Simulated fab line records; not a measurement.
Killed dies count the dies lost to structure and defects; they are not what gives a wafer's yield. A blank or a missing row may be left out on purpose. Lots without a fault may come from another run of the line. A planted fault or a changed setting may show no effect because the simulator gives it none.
fab line records | flow n5-finfet
[record] lots = 8 wafers = 24 last-day = 17
route steps=1938 shown BEOL_M0_SAQP@669 BEOL_M4@1111 PASSIVATION@1936
lots untouched by any fault: they come from a run of this same line in which no faults occurred
start-h: start of the lot's first displayed wafer, in hours after the record's first day | wait-h: hours since the lot's step before | " repeats the value in the row above | L1.1+2: a single row standing in for several wafers | - value missing, or start not given | * or withheld: withheld | < > ~ a bound
route shown NAME@n: NAME is a module with steps in the file, n the number in the route of the first one | usual: average and standard deviation across the fault-free wafers | same: alike in all rows | chamber/n: place in a boat | sites: readings site by site | _std_site: their standard deviation | _edge_site: inner sites' mean taken away from outer sites' mean | radius-mm: for every site, how far away it sits from the centre of the wafer | mask NAME#n: copy n | behind: the last tool/chamber to shape the wafer | hold: reason for holding the lot/hours on hold/outcome of the hold | device: the transistor (n, p or np) that didn't switch | end of line: the route-end tests of the same wafers | a step given without rows: its recipe and nothing more | killed: dies lost to structure and defects at the first sort, not the wafer's yield | map: dies across one wafer; x = killed, . = not, _ = none there
set.NAME: the run value of the setting; set.NAME@STEP: its run value at that earlier step | model.NAME: the simulator's own value behind a step, which no gauge read
a sample of lots followed through the steps of the route, with each step as a table and each wafer as a row
services: a tool's chamber out of use, with start hour (start-h, from the record's first day; less than 0 if before it), hours out, and reason
[[steps]]
[step N5_BEOL_M0_SAQP_MANDREL_ETCH_103]
[recipe] chemistry = HBr/Cl2 target = a-Si target-depth-a = 450 bt-time-s = 10 stop-on = SiCN mask-material = SiO2 over-etch-frac = 0.8 time-s = 27 pressure-mtorr = 10 icp-w = 800 bias-w = 75 HBr_flow_sccm = 150 Cl2_flow_sccm = 80 ends = end-point
[usual] HBr_flow_sccm = 150.1/0.38 chamber-pressure-mTorr = 10.000/0.0085 drypump-motor-current-A = 5.6/0.45 oes-product-au = 0.676/0.01 rf-fwd-power-W = 794.7/2.7 throttle-valve-pct = 35.5/0.36
// columns lot.wafer tool chamber start-h wait-h HBr_flow_sccm chamber-pressure-mTorr drypump-motor-current-A oes-product-au rf-fwd-power-W rf-hours-counter-h throttle-valve-pct
L481.1 rie-si-02 1 138.85 0.0 149.9 10.002 5.4 0.684 798.8 68 35.8
L481.3 " 2 " " 150.2 10.007 5.2 0.682 798.0 173 35.8
L481.5 " 2 " " 150.1 10.012 5.2 0.679 791.8 - 35.8
L482.1 rie-si-05 0 143.15 0.0 149.8 9.982 5.9 0.680 795.7 156 35.9
L482.5 " 0 " " 149.7 9.998 5.9 0.686 797.2 - 35.8
L482.6 " 1 " " 150.4 9.988 5.8 0.690 791.2 - 35.2
L485.2 rie-si-05 0 158.46 0.0 150.2 10.009 5.9 0.683 796.8 156 35.9
L485.3 " 2 " " 149.6 10.016 4.8 0.651 793.1 50 35.2
L485.6 " 3 " " 149.9 10.004 5.3 0.683 794.1 - 36.1
L494.2 rie-si-02 2 214.04 0.0 150.1 10.006 5.2 0.673 792.3 175 35.8
L494.5 " 2 " " 149.8 10.013 5.2 0.681 793.7 - 35.7
L494.6 " 1 " " 149.3 9.998 5.4 0.697 791.9 - 35.8
L495.1 rie-si-02 2 221.36 0.0 149.8 10.009 5.2 0.683 794.5 175 35.7
L495.4 " 1 " " 150.3 9.982 5.4 0.685 793.9 70 35.8
L495.6 " 3 " " 150.1 10.001 5.8 0.669 795.0 - 35.4
L496.3 rie-si-05 0 235.53 0.0 150.0 9.997 6.0 0.683 795.3 157 35.9
L496.4 " 1 " " 149.7 9.982 5.8 0.681 792.7 120 35.2
L496.6 " 1 " " 150.4 9.996 5.7 0.687 792.8 - 35.2
L498.1 rie-si-02 0 239.62 0.0 150.0 9.995 5.9 0.672 795.7 79 35.0
L498.2 " 1 " " 150.4 9.984 5.4 0.680 792.4 70 35.8
L498.4 " 2 " " 149.9 10.001 5.2 0.684 797.7 175 35.7
L500.1 rie-si-05 1 250.30 0.0 150.5 10.010 5.8 0.674 799.7 120 35.2
L500.2 " 3 " " 149.6 9.984 5.4 0.670 793.0 48 36.1
L500.5 " 0 " " 150.4 10.012 6.0 0.691 796.6 - 35.9
[step N5_BEOL_M0_SAQP_SPACER2_ALD_26]
[recipe] material = SiO2 target-thk-a = 150 temp-c = 300 ald-precursor-family = BDEAS ald-co-reactant = O2-plasma pulse-time-s = 1 purge-time-s = 2 co-reactant-purge-time-s = 2 pressure-torr = 2
[usual] heater-power-w = 476/47 precursor-pulse-height-rel = 1.001/0.018
[same] co-reactant-purge-time-s = 2
// columns lot.wafer tool chamber start-h wait-h heater-power-w precursor-pulse-height-rel
L481.1 ald-sin-04 2 139.70 0.1 511 0.996
L481.3 " 0 " " 423 1.007
L481.5 " 1 " " 548 1.009
L482.1 ald-sin-01 2 144.53 0.6 461 1.007
L482.5 " 3 " " 512 1.007
L482.6 " 0 " " 505 0.969
L485.2 ald-sin-04 2 159.68 0.3 507 1.005
L485.3 " 0 " " 425 0.968
L485.6 " 2 " " 513 1.013
L494.2 ald-sin-02 3 214.87 0.1 416 0.983
L494.5 " 2 " " 469 0.989
L494.6 " 3 " " 418 1.035
L495.1 ald-sin-04 1 222.31 0.2 539 1.032
L495.4 " 3 " " 481 1.006
L495.6 " 1 " " 551 0.997
L496.3 ald-sin-04 0 236.37 0.1 431 1.007
L496.4 " 1 " " 550 1.007
L496.6 " 0 " " 426 1.034
L498.1 ald-sin-02 1 240.78 0.4 478 1.009
L498.2 " 3 " " 426 1.010
L498.4 " 0 " " 408 1.000
L500.1 ald-sin-01 3 251.34 0.1 511 0.989
L500.2 " 0 " " 494 1.011
L500.5 " 0 " " 510 0.986
[step N5_BEOL_M0_SAQP_SPACER2_ETCHBACK_27]
[recipe] chemistry = CHF3/O2 mode = anisotropic-etchback target = SiO2 target-depth-a = 225 time-s = 11.25 pressure-mtorr = 30 source-w = 650 bias-w = 170 Ar_flow_sccm = 200 CHF3_flow_sccm = 50 O2_flow_sccm = 5 ion-energy-ev = 200
[usual] chamber-pressure-mTorr = 30.000/0.026 drypump-motor-current-A = 5.8/0.4 oes-product-au = 0.80/0.072 rf-vpp-V = 523/4.6 showerhead-plenum-p-Torr = 2.42/0.052 throttle-valve-pct = 18.87/0.27
// columns lot.wafer tool chamber start-h wait-h chamber-pressure-mTorr drypump-motor-current-A oes-product-au rf-hours-counter-h rf-vpp-V showerhead-plenum-p-Torr throttle-valve-pct
L481.1 rie-diel-01 0 140.36 0.4 30.006 5.6 0.79 124 521 2.43 18.88
L481.3 " 2 " " 29.998 5.7 0.87 43 528 2.35 18.54
L481.5 " 2 " " 29.956 5.7 0.88 - 528 2.35 18.54
L482.1 rie-diel-01 2 145.08 0.3 29.970 5.7 0.87 44 529 2.35 18.52
L482.5 " 0 " " 29.980 5.6 0.78 - 522 2.43 18.89
L482.6 " 1 " " 29.997 5.7 0.86 - 532 2.45 18.83
L485.2 rie-diel-03 1 160.23 0.3 29.955 6.2 0.74 148 529 2.51 18.87
L485.3 " 0 " " 30.042 6.2 0.79 118 521 2.33 18.59
L485.6 " 2 " " 29.997 5.5 0.75 - 524 2.42 18.84
L494.2 rie-diel-05 3 215.46 0.3 30.024 5.4 0.74 182 517 2.39 19.41
L494.5 " 2 " " 29.998 5.0 0.90 - 513 2.46 18.38
L494.6 " 3 " " 29.997 5.4 0.73 - 517 2.39 19.39
L495.1 rie-diel-05 0 222.90 0.3 29.957 5.7 0.70 240 516 2.38 19.27
L495.4 " 2 " " 30.026 5.0 0.89 37 513 2.46 18.37
L495.6 " 1 " " 30.021 6.2 0.80 - 525 2.42 19.19
L496.3 rie-diel-05 1 236.92 0.3 30.027 6.2 0.79 113 523 2.42 19.19
L496.4 " 3 " " 29.982 5.4 0.74 188 519 2.39 19.41
L496.6 " 2 " " 29.957 5.0 0.87 - 514 2.46 18.38
L498.1 rie-diel-03 0 241.33 0.3 29.978 6.2 0.78 140 521 2.32 18.65
L498.2 " 2 " " 30.015 5.5 0.74 163 523 2.41 18.89
L498.4 " 1 " " 30.019 6.1 0.74 170 530 2.50 18.88
L500.1 rie-diel-03 1 251.90 0.3 29.966 6.2 0.74 173 529 2.50 18.88
L500.2 " 0 " " 29.979 6.2 0.78 143 522 2.32 18.65
L500.5 " 0 " " 30.010 6.2 0.77 - 521 2.32 18.65
[step N5_BEOL_M0_SAQP_CUT_ETCH_46]
[recipe] chemistry = N2/H2 target = SOC target-depth-a = 1350 overetch-a = 270 temp-c = 40 time-s = 202.5 ion-energy-ev = 200 mask-material = SiARC pressure-mtorr = 30 source-w = 840 bias-w = 150 n2-flow-sccm = 200 h2-flow-sccm = 200
[usual] chamber-pressure-mTorr = 29.994/0.026 drypump-motor-current-A = 5.7/0.38 rf-fwd-power-W = 837.3/2.7 rf-vpp-V = 524.0/1.6 showerhead-plenum-p-Torr = 2.55/0.05 throttle-valve-pct = 17.8/0.33
// columns lot.wafer tool chamber start-h wait-h chamber-pressure-mTorr drypump-motor-current-A rf-fwd-power-W rf-hours-counter-h rf-vpp-V showerhead-plenum-p-Torr throttle-valve-pct
L481.1 rie-diel-05 3 141.20 0.0 29.982 5.4 842.6 162 524.3 2.53 18.1
L481.3 " 1 " " 29.997 6.2 837.9 86 524.3 2.56 18.1
L481.5 " 1 " " 29.967 6.2 834.1 - 523.5 2.56 18.1
L482.1 rie-diel-01 2 145.91 0.0 30.034 5.7 841.1 44 522.2 2.48 17.4
L482.5 " 3 " " 29.983 5.2 838.9 - 526.4 2.62 17.9
L482.6 " 0 " " 29.946 5.6 835.8 - 525.6 2.56 17.8
L485.2 rie-diel-05 0 160.94 0.0 29.971 5.7 835.0 223 523.8 2.51 18.1
L485.3 " 1 " " 29.994 6.2 835.5 92 524.2 2.56 18.1
L485.6 " 2 " " 29.992 5.0 840.6 - 523.5 2.59 17.1
L494.2 rie-diel-01 0 216.30 0.0 30.001 5.6 838.5 147 523.6 2.55 17.9
L494.5 " 1 " " 29.976 5.7 836.5 - 524.9 2.57 17.7
L494.6 " 2 " " 29.962 5.7 835.8 - 521.8 2.47 17.4
L495.1 rie-diel-05 3 223.61 0.0 30.019 5.4 836.5 184 523.1 2.52 18.2
L495.4 " 0 " " 29.986 5.7 835.1 240 522.5 2.50 18.1
L495.6 " 1 " " 29.992 6.2 1042.5 - 487.7 2.55 18.1
L496.3 rie-diel-05 3 237.63 0.0 29.998 5.4 838.7 188 523.6 2.52 18.2
L496.4 " 1 " " 29.990 6.2 1039.1 113 488.2 2.55 18.1
L496.6 " 3 " " 30.010 5.4 837.4 - 523.7 2.52 18.2
L498.1 rie-diel-03 1 242.16 0.0 29.970 6.1 838.5 170 526.5 2.65 17.9
L498.2 " 0 " " 29.988 6.2 837.9 141 520.1 2.44 17.5
L498.4 " 2 " " 30.029 5.5 839.9 163 523.3 2.54 17.9
L500.1 rie-diel-01 1 252.65 0.0 30.018 5.7 834.9 99 524.4 2.57 17.7
L500.2 " 0 " " 30.003 5.6 833.2 158 522.9 2.55 17.9
L500.5 " 1 " " 30.028 5.7 836.7 - 524.4 2.57 17.7
[step N5_BEOL_M4_RC_MEAS_101]
[usual] DIBL_N = 36.4/1.4 DIBL_P = 36.3/1.5 IOFF_N = 0.162/0.023 IOFF_P = 0.211/0.027 ION_N = 676/9.7 ION_P = 463/6.4 SS_N = 71.5/0.5 SS_P = 73.3/0.6 VT_N = 249.3/2.5 VT_P = -249.9/2.8
// columns lot.wafer tool chamber start-h wait-h DIBL_N[mV/V] DIBL_P[mV/V] IOFF_N[nA/um] IOFF_P[nA/um] ION_N[uA/um] ION_P[uA/um] SS_N[mV/dec] SS_P[mV/dec] VT_N[mV] VT_P[mV]
L481.1 prober-01 0 184.04 0.0 35.9 37.0 0.152 0.193 684 469 71.6 73.0 251.4 -254.5
L481.3 " 0 " " 39.0 40.1 0.200 0.232 688 461 72.1 74.7 246.1 -250.3
L481.5 " 0 " " 37.4 38.5 0.177 0.216 687 460 71.7 73.4 248.7 -253.0
L482.1 prober-01 0 195.49 0.0 37.1 37.2 0.183 0.225 700 469 71.8 73.9 247.9 -248.5
L482.5 " 0 " " 35.7 35.8 0.159 0.202 688 467 71.3 73.1 246.8 -252.4
L482.6 " 0 " " 36.9 37.4 0.177 0.217 693 467 71.5 74.4 248.6 -251.1
L485.2 prober-01 0 217.96 0.2 36.1 37.9 0.168 0.210 679 464 71.3 74.0 247.3 -248.0
L485.3 " 0 " " 35.1 36.0 0.144 0.177 674 458 71.2 73.6 250.4 -253.1
L485.6 " 0 " " 34.5 35.8 0.128 0.178 660 460 71.1 73.0 252.3 -252.5
L494.2 prober-02 0 262.77 0.2 34.5 34.5 0.114 0.160 675 458 70.7 72.1 257.0 -254.2
L494.5 " 0 " " 36.7 37.4 0.153 0.189 671 455 71.2 73.1 250.9 -253.6
L494.6 " 0 " " 37.1 37.9 0.167 0.222 683 460 71.2 73.3 250.9 -250.4
L495.1 prober-02 0 269.98 0.0 40.7 39.0 0.230 0.267 675 460 72.9 74.4 247.4 -248.4
L495.4 " 0 " " 37.8 36.8 0.179 0.214 682 466 71.9 74.1 247.4 -249.9
L495.6 " 0 " " 38.3 36.3 0.175 0.209 669 454 72.8 73.3 249.5 -248.8
L496.3 prober-02 0 292.67 0.3 35.7 35.6 0.161 0.188 681 458 72.2 73.8 249.8 -252.5
L496.4 " 0 " " 36.4 37.2 0.173 0.212 675 457 71.8 74.8 248.5 -249.4
L496.6 " 0 " " 36.1 36.2 0.163 0.193 689 462 71.4 73.2 250.0 -252.2
L498.1 prober-01 0 294.52 0.0 37.0 36.4 0.156 0.200 667 459 72.0 74.1 250.4 -252.9
L498.2 " 0 " " 37.3 36.7 0.175 0.210 675 459 71.3 74.1 249.3 -251.6
L498.4 " 0 " " 36.8 36.8 0.174 0.204 687 470 71.8 74.6 245.5 -251.3
L500.1 prober-02 0 297.84 0.0 34.1 32.7 0.122 0.172 674 465 70.9 72.6 252.4 -251.9
L500.2 " 0 " " 37.0 36.4 0.164 0.225 673 463 71.6 73.3 248.5 -248.6
L500.5 " 0 " " 35.6 35.0 0.149 0.198 691 470 71.2 73.7 247.3 -248.5
[step N5_PASSIVATION_PROBE_49]
[usual] defect-limited-yield = 91.3/1.3 killed_at_M0_to_M3 = 33/8.9 killed_at_M4_up = 15/5.4 killed-at-contacts = 13/5.8 killed-at-front-end = 39/9.9 killed-at-other = 3.2/2.9 killed-dies = 102/15 killed-open = 68/12 killed-short = 34/7.6 sort_bin_5_function = 5.1/0.89 sort_bin_6_memory = 3.2/0.63 sort-n-pass = 1078/15 sort-yield-pct = 91.3/1.3
[same] gross-dies = 1180 killed-at-back-side = 0 sort_bin_4_leakage[%] = 0 sort_bin_8_speed[%] = 0
// columns lot.wafer tool chamber start-h wait-h defect-limited-yield[%] killed_at_M0_to_M3 killed_at_M4_up killed-at-contacts killed-at-front-end killed-at-other killed-dies killed-open killed-short sort_bin_5_function[%] sort_bin_6_memory[%] sort-n-pass sort-yield-pct[%]
L482.1 prober-02 - 301.04 0.0 92.0 25 7 14 39 9 94 62 32 4.5 3.0 1086 92.0
L482.5 prober-02 - 301.24 0.2 92.4 20 21 16 29 4 90 63 27 5.0 2.4 1090 92.4
L482.6 prober-02 - 301.29 0.3 91.6 29 17 4 45 4 99 75 24 4.6 3.5 1081 91.6
L485.2 prober-01 - 324.75 0.1 92.5 29 11 12 36 0 88 54 33 5.1 2.2 1092 92.5
L485.3 prober-01 - 324.80 0.1 94.4 25 6 4 29 2 66 42 24 3.8 1.8 1114 94.4
L485.6 prober-01 - 324.95 0.3 93.0 24 7 20 28 4 83 55 27 4.5 2.3 1097 93.0
L495.1 prober-01 - 369.10 0.0 91.9 34 10 10 32 9 95 54 40 4.7 3.0 1085 91.9
L495.4 prober-01 - 369.25 0.2 91.9 29 9 17 40 1 96 59 36 4.7 3.1 1084 91.9
L495.6 prober-01 - 369.35 0.3 91.8 50 9 17 21 0 97 66 29 4.7 3.2 1083 91.8
L496.3 prober-01 - 402.58 0.1 92.1 15 12 21 41 4 93 59 33 4.8 2.6 1087 92.1
L496.4 prober-01 - 402.63 0.2 90.3 41 12 16 41 5 115 77 37 5.9 3.3 1065 90.3
L496.6 prober-01 - 402.73 0.3 91.4 27 11 22 37 4 101 78 21 4.8 3.4 1079 91.4
L500.1 prober-02 - 403.86 0.0 92.2 25 10 12 45 0 92 62 30 4.6 2.9 1088 92.2
L500.2 prober-02 - 403.91 0.1 93.6 28 3 13 29 2 75 50 25 3.7 2.4 1105 93.6
L500.5 prober-02 - 404.06 0.2 91.0 34 12 10 49 1 106 68 38 5.6 2.8 1074 91.0
// killed by level:class
L482.1 MOL_CONTACT_COAG:geometric-particle:open=13 FIN_SAQP:geometric-particle:open=9 FIN_SAQP:geometric-particle:short=8 BEOL_M2:geometric-particle:open=7 STI_FIN_REVEAL:geometric-particle:open=5 BEOL_M0_SAQP:geometric-particle:open=5 PASS1_CAP:geometric-particle:short=5 STARTING-WAFER:geometric-particle:open=4
L482.5 BEOL_M4:geometric-particle:open=12 MOL_CONTACT_COAG:geometric-particle:open=11 FIN_SAQP:geometric-particle:open=7 STI_FIN_REVEAL:geometric-particle:open=7 MOL_CONTACT_COAG:geometric-particle:short=5 BEOL_M0_SAQP:geometric-particle:open=4 BEOL_M1:geometric-particle:open=4 BEOL_M3:geometric-particle:open=4
L482.6 FIN_SAQP:geometric-particle:open=17 BEOL_M2:geometric-particle:open=11 BEOL_M4:geometric-particle:open=8 BEOL_M1:geometric-particle:open=6 STI_FIN_REVEAL:geometric-particle:open=6 ILD0:geometric-particle:short=6 BEOL_M3:geometric-particle:open=6 FIN_SAQP:geometric-particle:short=5
L485.2 STI_FIN_REVEAL:geometric-particle:open=10 MOL_CONTACT_COAG:geometric-particle:open=8 BEOL_M0_SAQP:geometric-particle:short=8 BEOL_M2:geometric-particle:open=6 FIN_SAQP:geometric-particle:short=5 STI_FIN_REVEAL:geometric-particle:short=5 MOL_CONTACT_COAG:geometric-particle:short=4 BEOL_M1:geometric-particle:open=4
L485.3 STI_FIN_REVEAL:geometric-particle:open=8 BEOL_M3:geometric-particle:open=7 FIN_SAQP:geometric-particle:short=6 BEOL_M2:geometric-particle:open=6 BEOL_M0_SAQP:geometric-particle:short=5 BEOL_M0_SAQP:geometric-particle:open=4 FIN_SAQP:geometric-particle:open=3 GATE_CUT:geometric-particle:short=3
L485.6 MOL_CONTACT_COAG:geometric-particle:open=12 MOL_CONTACT_COAG:geometric-particle:short=8 BEOL_M1:geometric-particle:open=8 BEOL_M2:geometric-particle:open=7 FIN_SAQP:geometric-particle:open=5 STI_FIN_REVEAL:geometric-particle:short=4 STI_FIN_REVEAL:geometric-particle:open=4 DUMMY_GATE:geometric-particle:open=4
L495.1 BEOL_M3:geometric-particle:open=13 MOL_CONTACT_COAG:geometric-particle:open=9 FIN_SAQP:geometric-particle:short=7 BEOL_M0_SAQP:geometric-particle:short=5 DUMMY_GATE:geometric-particle:open=4 BEOL_M0_SAQP:geometric-particle:open=4 MIM_TOP_ETCH:geometric-particle:short=4 FIN_SAQP:geometric-particle:open=3
L495.4 FIN_SAQP:geometric-particle:open=13 MOL_CONTACT_COAG:geometric-particle:open=10 FIN_SAQP:geometric-particle:short=7 MOL_CONTACT_COAG:geometric-particle:short=7 BEOL_M0_SAQP:geometric-particle:short=7 BEOL_M2:geometric-particle:open=7 ILD0:geometric-particle:open=5 STI_FIN_REVEAL:geometric-particle:open=4
L495.6 BEOL_M0_SAQP:geometric-particle:open=15 BEOL_M3:geometric-particle:open=13 MOL_CONTACT_COAG:geometric-particle:open=13 BEOL_M0_SAQP:geometric-particle:short=7 FIN_SAQP:geometric-particle:open=5 BEOL_M3:geometric-particle:short=5 MOL_CONTACT_COAG:geometric-particle:short=4 FIN_SAQP:geometric-particle:short=3
L496.3 MOL_CONTACT_COAG:geometric-particle:open=18 FIN_SAQP:geometric-particle:open=13 FIN_SAQP:geometric-particle:short=6 STI_FIN_REVEAL:geometric-particle:open=6 BEOL_M4:geometric-particle:open=6 BEOL_M2:geometric-particle:open=4 BEOL_M4:geometric-particle:short=4 GATE_CUT:geometric-particle:short=3
L496.4 MOL_CONTACT_COAG:geometric-particle:open=15 BEOL_M2:geometric-particle:open=13 BEOL_M0_SAQP:geometric-particle:short=10 FIN_SAQP:geometric-particle:open=8 STI_FIN_REVEAL:geometric-particle:open=8 FIN_SAQP:geometric-particle:short=7 DUMMY_GATE:geometric-particle:open=7 BEOL_M0_SAQP:geometric-particle:open=7
L496.6 MOL_CONTACT_COAG:geometric-particle:open=22 FIN_SAQP:geometric-particle:open=11 BEOL_M4:geometric-particle:open=7 STI_FIN_REVEAL:geometric-particle:open=6 BEOL_M0_SAQP:geometric-particle:open=6 STARTING-WAFER:geometric-particle:open=5 BEOL_M0:geometric-particle:open=4 BEOL_M3:geometric-particle:open=4
L500.1 STI_FIN_REVEAL:geometric-particle:open=11 MOL_CONTACT_COAG:geometric-particle:open=11 FIN_SAQP:geometric-particle:short=8 BEOL_M4:geometric-particle:open=8 BEOL_M0_SAQP:geometric-particle:short=7 STARTING-WAFER:geometric-particle:short=7 DUMMY_GATE:geometric-particle:open=5 BEOL_M1:geometric-particle:open=5
L500.2 MOL_CONTACT_COAG:geometric-particle:open=10 BEOL_M0_SAQP:geometric-particle:open=9 BEOL_M1:geometric-particle:open=8 STI_FIN_REVEAL:geometric-particle:open=6 GATE_CUT:geometric-particle:short=6 GATE_CUT:geometric-particle:open=3 MOL_CONTACT_COAG:geometric-particle:short=3 BEOL_M2:geometric-particle:short=3
L500.5 BEOL_M1:geometric-particle:open=13 FIN_SAQP:geometric-particle:short=12 MOL_CONTACT_COAG:geometric-particle:open=10 STI_FIN_REVEAL:geometric-particle:open=8 BEOL_M4:geometric-particle:open=8 GATE_CUT:geometric-particle:short=7 FIN_SAQP:geometric-particle:open=6 GATE_CUT:geometric-particle:open=5
[[services]]
// columns tool chamber start-h hours kind
ald-sin-02 3 122.06 3.6 repair
rie-diel-01 0 123.95 6.4 repair
ald-sin-02 - 134.01 14.6 pm
ald-sin-02 - 148.61 6.1 pm
rie-diel-01 3 177.08 - clean
rie-diel-01 3 177.08 - consumable-replace:focus-ring
rie-diel-01 3 177.08 12.5 scheduled-down
rie-diel-01 3 177.08 12.5 vent-cycle
ald-sin-01 - 178.65 14.0 pm
ald-sin-01 0 178.65 14.0 vent-cycle
ald-sin-01 1 178.65 14.0 vent-cycle
ald-sin-01 2 178.65 14.0 vent-cycle
ald-sin-01 3 178.65 14.0 vent-cycle
ald-sin-04 0 179.12 45.6 repair
rie-si-05 0 181.00 14.2 repair
rie-si-02 - 190.58 0.6 repair
ald-sin-01 0 192.65 - clean
ald-sin-01 - 208.46 4.3 pm
rie-si-02 - 221.59 2.8 pm
rie-si-05 - 225.19 0.2 repair
rie-si-05 0 226.69 3.4 repair
ald-sin-02 0 232.86 3.7 repair
rie-diel-01 - 232.90 2.8 pm
rie-diel-03 2 248.66 32.5 repair
[[key]]
[first-sign] step = N5_BEOL_M0_SAQP_CUT_ETCH_46 reading = rf-fwd-power-W direction = up sigmas = 76 usual = * struck = *
[effect] step = N5_BEOL_M0_SAQP_CUT_ETCH_46 reading = rf-vpp-V direction = down sigmas = 23 usual = 524.0 struck = 487.9
met-at N5_BEOL_M0_SAQP_CUT_ETCH_46
struck-lots L495,L496
struck-wafers L495.6,L496.4
not-acting-at N5_BEOL_M0_SAQP_MANDREL_ETCH_103,N5_BEOL_M0_SAQP_SPACER2_ALD_26,N5_BEOL_M0_SAQP_SPACER2_ETCHBACK_27
onset-between 160.94 223.61
[fault] kind = process-parameter-drift tool = rie-diel-05 chamber = 1 onset-h = 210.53 steps = N5_BEOL_M0_SAQP_CUT_ETCH_46 channel = source-w offset = 201.6 shape = step end-h = 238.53 acts-in = these-recipes-only stated = 840
